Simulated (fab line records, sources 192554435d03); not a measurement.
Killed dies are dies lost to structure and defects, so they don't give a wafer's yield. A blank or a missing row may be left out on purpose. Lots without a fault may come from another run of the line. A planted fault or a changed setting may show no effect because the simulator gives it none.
Chamber matching | flow n5_finfet | N5_HKMG_FIN_ETCH_35 on rie_diel-01: 4 sister chambers
The step etches SOC in N2/H2, target depth 215.8 nm, time 243.4 s. 14 wafers are shown with their chamber, then 7 later ones without.

WAFERS WITH THEIR CHAMBER
wafer  | chamber | drypump_motor_current_A (A) | showerhead_plenum_p_Torr (Torr) | oes_product_au (a.u.)
L076.1 | 2       | 5.0                         | 2.63                            | 0.76
L076.3 | 0       | 6.4                         | 2.60                            | 0.84
L076.6 | 0       | 6.4                         | 2.60                            | 0.85
L077.1 | 0       | 6.4                         | 2.60                            | 0.83
L077.3 | 1       | 5.3                         | 2.60                            | 0.92
L077.6 | 2       | 5.0                         | 2.63                            | 0.75
L078.3 | 0       | 6.4                         | 2.59                            | 0.82
L078.4 | 1       | 5.2                         | 2.60                            | 0.91
L078.5 | 0       | 6.4                         | 2.59                            | 0.83
L074.1 | 2       | 4.9                         | 2.63                            | 0.75
L074.5 | 0       | 6.4                         | 2.59                            | 0.82
L074.6 | 2       | 5.0                         | 2.63                            | 0.75
L087.1 | 0       | 6.3                         | 2.59                            | 0.80
L087.3 | 3       | 5.4                         | 2.63                            | 0.73

SIGNATURES (means of the wafers above)
reading                  | chamber 0 | chamber 1 | chamber 2 | chamber 3 | scatter within a chamber
drypump_motor_current_A  | 6.386     | 5.250     | 4.975     | 5.400     | 0.0459
showerhead_plenum_p_Torr | 2.5943    | 2.6000    | 2.6300    | 2.6300    | 0.00414
oes_product_au           | 0.8271    | 0.9150    | 0.7525    | 0.7300    | 0.0129
Rule: a wafer's distance from a chamber is the root of the sum, over the readings, of the square of ((its reading less the chamber's mean) divided by the reading's scatter). The wafer belongs to the nearest chamber; if the next one is less than 2 further off, it can't be placed. The scatter: the root of (the sum of the squares of (reading less its chamber's mean) over the shown wafers, divided by (wafers less chambers)).

WAFERS WITHOUT THEIR CHAMBER
wafer  | drypump_motor_current_A (A) | showerhead_plenum_p_Torr (Torr) | oes_product_au (a.u.)
L087.6 | 6.4                         | 2.59                            | 0.79
L093.1 | 5.2                         | 2.59                            | 0.86
L093.2 | 4.9                         | 2.61                            | 0.73
L093.4 | 5.4                         | 2.63                            | 0.71
L094.1 | 5.3                         | 2.63                            | 0.71
L094.2 | 5.2                         | 2.59                            | 0.85
L094.5 | 6.4                         | 2.58                            | 0.78

WHICH CHAMBER EACH WENT THROUGH
wafer  | from the rows above | in truth
L087.6 | 0                   | 0
L093.1 | 1                   | 1
L093.2 | 2                   | 2
L093.4 | 3                   | 3
L094.1 | 3                   | 3
L094.2 | 1                   | 1
L094.5 | 0                   | 0
Placed correctly: 7 of 7. Can't be placed from these rows: 0. Placed wrongly: 0.
